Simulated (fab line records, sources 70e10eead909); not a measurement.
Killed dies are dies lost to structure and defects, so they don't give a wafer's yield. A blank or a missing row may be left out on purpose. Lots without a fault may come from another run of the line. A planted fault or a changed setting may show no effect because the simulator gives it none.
A struck lot beside a sound one | flow nand_harc | 28 steps out of a route of 1159
Sound: wafers L591.2, L591.3, L591.4. Struck: wafers L613.2, L613.5. (L613.1 of the same lot was not struck and is left out.) The cause comes at the end.
At each step with rows: each side's tool, then ch and its chambers, then its first start. Under that, the readings that differ: sound wafers | struck wafers | difference of the means | sigmas: that difference in standard deviations of wafers without a fault.
alike: readings whose means differ by less than 2 such deviations, and words and numbers that are the same on both sides. not compared: withheld readings, readings that some wafer has no value for, bounds like >300 that may hide the same value, and numbers for which the record gives no deviation and whose values overlap.
The two part at a step that has a row with sigmas, a row that says differs or no value, or rows on one side only. Numbers that don't overlap but have no deviation are shown without sigmas and don't part them. A reading that every wafer of one side lacks parts them only if that side has two wafers or more.

first, 1 step without rows for these wafers: NHARC_P_M0_STRIP_19 (strips in post etch residue remover, time 600 s).
NHARC_P_M0_DEGAS_28: time 60 s.
  sound on pvd_sputter-03, day 6 04:06; struck on pvd_sputter-03, day 11 16:16
  alike: heater_power_w
NHARC_P_M0_PRE_CLEAN_29: time 30 s.
  sound on pvd_sputter-03; struck on pvd_sputter-03
  alike: heater_power_w
then, 1 step without rows for these wafers: NHARC_P_M0_PVD_20 (deposits TaN, target thk 5 nm, time 8.06 s).
NHARC_P_M0_PVD_21: deposits Cu, target thk 30 nm, time 20.49 s.
  sound on pvd_sputter-03; struck on pvd_sputter-03
  alike: cathode_dc_power_W, chamber_pressure_pa, throttle_valve_pct
then, 1 step without rows for these wafers: NHARC_P_M0_ECD_22 (material Cu, target thk 400 nm).
NHARC_P_M0_ANNEAL_30: time 90 s.
  sound on rtp_anneal-01 ch 0, day 6 04:54; struck on rtp_anneal-02 ch 0, day 11 16:59
  alike: wafer_temp_C_max
NHARC_P_M0_CMP_23: polishes, t overpolish 20 s, target thk 117.53 nm.
  sound on cmp-01 ch 0,1,2, day 6 05:13; struck on cmp-04 ch 1,2, day 11 17:22
  alike: motor_current_A, time_to_endpoint_s
NHARC_P_M0_THK_MEAS_24: measures by xrf.
  sound on film_metro-02, day 6 05:31; struck on film_metro-01, day 11 17:40
  alike: thk_nm
then, 1 step without rows for these wafers: NHARC_P_M0_SRD_25.
NHARC_P_M0_INSPECT_27:
  sound on defect_inspect-01, day 6 05:40; struck on defect_inspect-02, day 11 17:49
  alike: raw_defect_count
NHARC_P_M0_PRE_CLEAN_31: time 12 s.
  sound on pecvd-04 ch 1,2, day 6 05:44; struck on pecvd-04 ch 2, day 11 17:54
  alike: heater_power_w
  not compared: since_wet_clean_h
then, 11 steps without rows for these wafers: NHARC_P_M0_DEP_32 (deposits SiCN, target thk 30 nm); NHARC_P_M1_DEP_00 (deposits SiOC, target thk 182.5 nm); NHARC_P_M1_DEHYDRATE_01 (time 120 s); NHARC_P_M1_HMDS_02 (time 30 s); NHARC_P_M1_COAT_34 (time 65 s); NHARC_P_M1_COAT_03 (resist thk 90 nm); NHARC_P_M1_SOFTBAKE_04 (time 55 s); NHARC_P_M1_EBR_05; NHARC_P_M1_EXPOSE_06 (exposes mask P M1, target cd 130 nm); NHARC_P_M1_PEB_07 (peb time 65 s); NHARC_P_M1_DEVELOP_08 (develop time 35 s).
NHARC_P_M1_CD_MEAS_09: target cd 130 nm.
  sound on cd_sem-01 ch 0, day 6 07:04; struck on cd_sem-02 ch 0, day 11 19:11
  reading    | sound             | struck      | difference | sigmas
  cd_nm (nm) | 130.7 131.0 130.8 | 128.6 129.7 | -1.7       | -2
NHARC_P_M1_OVL_MEAS_10: pitch 260 nm.
  sound on overlay-02, day 6 07:10; struck on overlay-02, day 11 19:17
  alike: overlay_x_nm, overlay_y_nm
NHARC_P_M1_INSPECT_11:
  sound on defect_inspect-02, day 6 07:11; struck on defect_inspect-02, day 11 19:19
  reading          | sound | struck  | difference | sigmas
  raw_defect_count | 4 4 1 | 338 368 | +350       | +99 or more
then, 1 step without rows for these wafers: NHARC_P_M1_DESCUM_14 (chemistry O2, time 3 s).
-- the record jumps here: 13 days lie between the struck wafers' starts before and after (it left off in module P_M1 and takes up again in module END, whose first step shown is number 1159 of the route) --
NHARC_END_SORT_01:
  the record has rows for the struck wafers here (prober-01 ch 0, day 24 23:51) and none for the sound ones

WHERE THEY PART
First at NHARC_P_M1_CD_MEAS_09; last, within this record, at NHARC_END_SORT_01.

WHY: what the simulator had put in
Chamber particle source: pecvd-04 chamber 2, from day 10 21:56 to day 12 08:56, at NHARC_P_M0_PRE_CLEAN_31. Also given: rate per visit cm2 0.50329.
